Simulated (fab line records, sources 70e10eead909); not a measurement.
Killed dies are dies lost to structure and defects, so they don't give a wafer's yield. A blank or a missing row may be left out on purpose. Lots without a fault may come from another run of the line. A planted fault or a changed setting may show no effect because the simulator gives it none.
Problem report in the 8D (eight disciplines) form, filled by code | flow nand_harc | the parts of the form that need people (team, actions taken, sign-off) are left out

1. THE PROBLEM
raw_defect_count at NHARC_A_CONTACT_INSPECT_44 reads a mean of 841 on 6 wafers of 2 lots; wafers without a fault read 26 with a standard deviation of 10. That is +82 standard deviations from the usual mean.
First seen on wafer L735.1, day 18 09:25, on defect_inspect-02. The record holds 36 wafers of 12 lots with a number at this step. Rule for "out", or "out of limits": more than 4 standard deviations from the usual mean. The other wafers with a number count as sound.

2. WHAT IT IS AND WHAT IT IS NOT
question                    | is                                   | is not
which readings at this step | raw_defect_count                     | -
which lots                  | L734, L735                           | L725, L727, L739, L740, L742, L743, L745, L746, L747, L748
which wafers of those lots  | all that have a number               | -
read on which gauges        | defect_inspect-01, defect_inspect-02 | -
when                        | from day 18 09:25                    | up to then (6 sound wafers); but 24 sound wafers of L739, L740, L742, L743, L745, L746, L747, L748 came after

3. SUSPECTS, AND WHAT RULES EACH OUT
Counting: a tool at a process step up to the reading stays a suspect if it ran every lot that is out and no sound lot after the first of them.
- the gauge at NHARC_A_CONTACT_INSPECT_44: ruled out. The wafers that are out were read on 2 gauges (defect_inspect-01, defect_inspect-02).
- acl_dep-02 at NHARC_A_CONTACT_DEP_28 (deposits aC, target thk 3600 nm): ruled out as a lasting fault. Sound lots L748 ran on it after its first lot that is out, L735 (day 18 06:20).
Left after counting: nothing in the record.

4. THE CAUSE (what the simulator had put in)
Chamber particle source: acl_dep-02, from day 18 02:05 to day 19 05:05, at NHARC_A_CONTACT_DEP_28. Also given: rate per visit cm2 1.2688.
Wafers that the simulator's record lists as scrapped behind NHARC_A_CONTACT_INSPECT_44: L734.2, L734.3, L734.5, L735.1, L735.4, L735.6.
Counting ruled it out, wrongly: the rule takes a fault to strike every lot that its tool runs from its start on, and this one did not.

5. THE CHAIN OF EFFECTS, in route order
Each row: a reading whose mean over the struck wafers that have a number lies more than 3 standard deviations from the usual. Only readings for which the record gives a usual standard deviation are gone through. hours: the time from each lot's start at the first step in this table that gives one to its start at this step, as a median over the lots. sigmas: the change in usual standard deviations.
hours | step                       | reading          | usual | on struck wafers | change | sigmas
0     | NHARC_A_CONTACT_INSPECT_44 | raw_defect_count | 26    | 841              | +815   | +82

6. WHAT WOULD HAVE CAUGHT IT SOONER
In this record the first reading out of limits at a measuring or inspecting step was taken at day 18 09:25, 7 hours after the fault began at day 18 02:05.
Of the tool readings at NHARC_A_CONTACT_DEP_28 for which the record gives a usual standard deviation, none was out on any struck wafer, so an alarm limit of 4 standard deviations on them would not have fired.
